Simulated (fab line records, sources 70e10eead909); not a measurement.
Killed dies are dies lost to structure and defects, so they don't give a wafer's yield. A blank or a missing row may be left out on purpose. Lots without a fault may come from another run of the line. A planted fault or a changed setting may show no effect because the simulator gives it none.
Tool commonality check | flow nand_harc | 13 lots, 45 wafers sampled

WHY IT WAS OPENED
At NHARC_A_SOURCE_PLATE_INSPECT_08 the reading raw_defect_count is flagged on 2 of 13 lots. Wafers without a fault read 64, standard deviation 27.
Rule: a lot is flagged when every wafer of it that has a number lies more than 4 standard deviations from that mean, or none has a number. The other lots count as sound.

lot  | measured     | on                | raw_defect_count, wafer by wafer | flag
L997 | day 8 01:10  | defect_inspect-02 | 53 75 58                         |
L999 | day 8 16:50  | defect_inspect-02 | 61 45 34                         |
L100 | day 9 08:57  | defect_inspect-02 | 76 90 82                         |
L101 | day 9 15:47  | defect_inspect-02 | 38 74 39                         |
L102 | day 10 02:18 | defect_inspect-01 | 65 28 56                         |
L103 | day 10 19:41 | defect_inspect-01 | 41 67 32                         |
L107 | day 12 08:43 | defect_inspect-01 | 80 41 38                         |
L111 | day 13 19:41 | defect_inspect-02 | 382 385 370 390 386 377          | FLAGGED
L110 | day 13 19:41 | defect_inspect-01 | 119 49 63                        |
L112 | day 14 10:51 | defect_inspect-01 | 362 374 391 364 375 384          | FLAGGED
L113 | day 14 23:26 | defect_inspect-02 | 38 60 32                         |
L118 | day 17 07:49 | defect_inspect-01 | 116 75 63                        |
L119 | day 17 07:49 | defect_inspect-02 | 34 24 38                         |
The numbers of the flagged lots are 378 on average: +314 against the usual, or +12 standard deviations.

WHICH TOOL RAN EACH LOT
The record holds 2 process steps before the reading, out of a route of 1302 steps. In each cell: the tool, then ch and the chambers that the sampled wafers went through, then the start.
lot  | flag    | NHARC_P_BONDPAD_PVD_27                  | NHARC_A_SOURCE_PLATE_PRECLEAN_00
L997 |         | pvd_sputter-01, day 7 04:23 or earlier  | wet_bench-09 ch 0,3,7, day 7 04:23
L999 |         | pvd_sputter-02, day 7 21:02 or earlier  | wet_bench-09 ch 1,3,4, day 7 21:02
L100 |         | pvd_sputter-01, day 8 10:53 or earlier  | wet_bench-03 ch 0,3,4, day 8 10:53
L101 |         | pvd_sputter-03, day 8 19:10 or earlier  | wet_bench-07 ch 0,4,7, day 8 19:10
L102 |         | pvd_sputter-01, day 9 05:31 or earlier  | wet_bench-07 ch 2,6,7, day 9 05:31
L103 |         | pvd_sputter-02, day 9 20:26 or earlier  | wet_bench-09 ch 0,1,2, day 9 20:26
L107 |         | pvd_sputter-01, day 11 11:32 or earlier | wet_bench-07 ch 0,2,5, day 11 11:32
L111 | FLAGGED | pvd_sputter-03, day 12 22:33 or earlier | wet_bench-07 ch 1,5,6, day 12 22:33
L110 |         | pvd_sputter-01, day 13 01:20 or earlier | wet_bench-03 ch 1,5,6, day 13 01:20
L112 | FLAGGED | pvd_sputter-02, day 13 12:04 or earlier | wet_bench-07 ch 1,2,7, day 13 12:04
L113 |         | pvd_sputter-03, day 13 20:53 or earlier | wet_bench-09 ch 2,3,4, day 13 20:53
L118 |         | pvd_sputter-03, day 16 12:02 or earlier | wet_bench-07 ch 2,4,5, day 16 12:02
L119 |         | pvd_sputter-03, day 16 10:34 or earlier | wet_bench-07 ch 2,3,5, day 16 10:34
What these steps do:
- NHARC_P_BONDPAD_PVD_27: deposits Cu, target thk 30 nm, time 20.49 s.
- NHARC_A_SOURCE_PLATE_PRECLEAN_00: cleans in HF-LAST, time 60 s.
- NHARC_A_SOURCE_PLATE_INSPECT_08

FLAGGED OVER TOTAL, TOOL BY TOOL (the gauges that took the reading come last)
step                             | tool              | lots run | flagged | share of the flagged lots | sound lots run after its first flagged lot
NHARC_P_BONDPAD_PVD_27           | pvd_sputter-01    | 5        | 0       | none                      | -
NHARC_P_BONDPAD_PVD_27           | pvd_sputter-02    | 3        | 1       | some                      | 0
NHARC_P_BONDPAD_PVD_27           | pvd_sputter-03    | 5        | 1       | some                      | 3 (L113,L119,L118)
NHARC_A_SOURCE_PLATE_PRECLEAN_00 | wet_bench-03      | 2        | 0       | none                      | -
NHARC_A_SOURCE_PLATE_PRECLEAN_00 | wet_bench-07      | 7        | 2       | all                       | 2 (L119,L118)
NHARC_A_SOURCE_PLATE_PRECLEAN_00 | wet_bench-09      | 4        | 0       | none                      | -
NHARC_A_SOURCE_PLATE_INSPECT_08  | defect_inspect-01 | 6        | 1       | some                      | 1 (L118)
NHARC_A_SOURCE_PLATE_INSPECT_08  | defect_inspect-02 | 7        | 1       | some                      | 2 (L113,L119)
NHARC_P_BONDPAD_PVD_27 gives no start for some lots, so the hours and the order of its lots are those of NHARC_A_SOURCE_PLATE_PRECLEAN_00.

WHAT THE TABLE ALLOWS
1 row of the table ran every flagged lot: wet_bench-07 at NHARC_A_SOURCE_PLATE_PRECLEAN_00.
- wet_bench-07 at NHARC_A_SOURCE_PLATE_PRECLEAN_00: 2 of its 7 lots flagged. Sound lots ran on it after the first flagged one (L119, L118), which a lasting fault on the whole tool wouldn't allow.
No row of the table ran every flagged lot and no sound lot after the first.

WHAT THE SIMULATOR HAD PUT IN
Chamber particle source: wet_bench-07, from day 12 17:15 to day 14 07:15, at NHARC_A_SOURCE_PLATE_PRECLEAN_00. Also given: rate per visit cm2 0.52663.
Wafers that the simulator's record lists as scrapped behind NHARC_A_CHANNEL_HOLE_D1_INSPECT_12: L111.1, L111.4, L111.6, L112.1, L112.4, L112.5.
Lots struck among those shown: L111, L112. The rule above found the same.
